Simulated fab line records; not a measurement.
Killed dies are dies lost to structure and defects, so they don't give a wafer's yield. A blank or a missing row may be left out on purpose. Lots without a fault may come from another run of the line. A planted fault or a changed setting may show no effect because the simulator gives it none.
A lot that was struck, set against a sound lot | flow nand harc | 14 out of 1159 route steps
Sound: the wafers L702.3, L702.4, L702.6. Struck: wafer L711.4. (L711.2, L711.3 of the same lot were not struck and are left out.) The cause comes at the end.
Each step with rows lists, per side, the tool, then ch with its chambers, then its first start. Under that, the readings that differ: sound wafers | struck wafers | difference of the means | sigmas: that difference in standard deviations of wafers without a fault.
alike: a reading whose means differ by less than 2 such deviations, as well as words and numbers matching on both sides. not compared: withheld readings; readings where some wafer has no value; bounds like >300 that might hide an equal value; numbers whose values overlap and for which the record gives no deviation.
The two part at a step that has a row with sigmas, a row that says differs or no value, or rows on one side only. When numbers do not overlap yet have no deviation, they are printed without sigmas and do not part them. A reading missing from all wafers of one side parts the sides only when that side holds two or more wafers.

first, 9 steps without rows for these wafers: NHARC_THIN_TSV_PVD_24 (deposits Al, target thk 800 nm); NHARC_THIN_TSV_DEHYDRATE_25 (time 120 s); NHARC_THIN_TSV_HMDS_26 (time 30 s); NHARC_THIN_TSV_COAT_27; NHARC_THIN_TSV_SOFTBAKE_28 (time 95 s); NHARC_THIN_TSV_EBR_29; NHARC_THIN_TSV_EXPOSE_30 (exposes mask PAD); NHARC_THIN_TSV_PEB_31 (peb time 85 s); NHARC_THIN_TSV_DEVELOP_32 (time 70 s).
NHARC_THIN_TSV_CD_MEAS_33: the cd target is 5000 nm.
  sound on cd sem-02 ch 0, day 19 16:34; struck on cd sem-02 ch 0, day 22 04:24
  alike: cd nm
then, 1 step without rows for these wafers: NHARC_THIN_TSV_HARDBAKE_34 (time 80 s).
NHARC_THIN_TSV_DESCUM_35: chemistry O2, time 3 s.
  sound on rie diel-02 ch 1,2, day 19 16:43; struck on rie diel-06 ch 1, day 22 04:34
  alike: drypump motor current A, mfc ar sccm, oes product au, rf vpp V, showerhead plenum p Torr, throttle valve pct
  not compared: rf hours counter h
NHARC_THIN_TSV_ETCH_59: etches the open film in Cl2/BCl3, target depth 880 nm, time 138.1 s.
  sound on rie metal-01 ch 0,1, day 19 16:55; struck on rie metal-01 ch 0, day 22 04:41
  reading               | sound             | struck | difference | sigmas
  oes product au (a.u.) | 1.016 0.999 1.019 | 0.994  | -0.017     | -2
  run length s (s)      | 159.9 160.0 160.3 | 71.5   | -88.6      | -99 or more
  alike: drypump motor current A, throttle valve pct
  not compared: rf hours counter h
NHARC_THIN_TSV_ETCH_36: etches the open film in Cl2/BCl3, target depth 65 nm, time 18.571 s.
  sound on rie metal-01 ch 0,1, day 19 17:07; struck on rie metal-01 ch 0, day 22 04:56
  reading               | sound             | struck | difference | sigmas
  oes product au (a.u.) | 1.016 1.019 1.008 | 0.997  | -0.017     | -2
  alike: drypump motor current A, run length s
  not compared: rf hours counter h

== WHERE THEY PART ==
First at NHARC_THIN_TSV_ETCH_59; last, within this record, at NHARC_THIN_TSV_ETCH_36.

WHY: what the simulator had put in
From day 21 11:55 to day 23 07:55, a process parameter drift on rie metal-01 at NHARC_THIN_TSV_ETCH_59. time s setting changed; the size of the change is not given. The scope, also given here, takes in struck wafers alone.
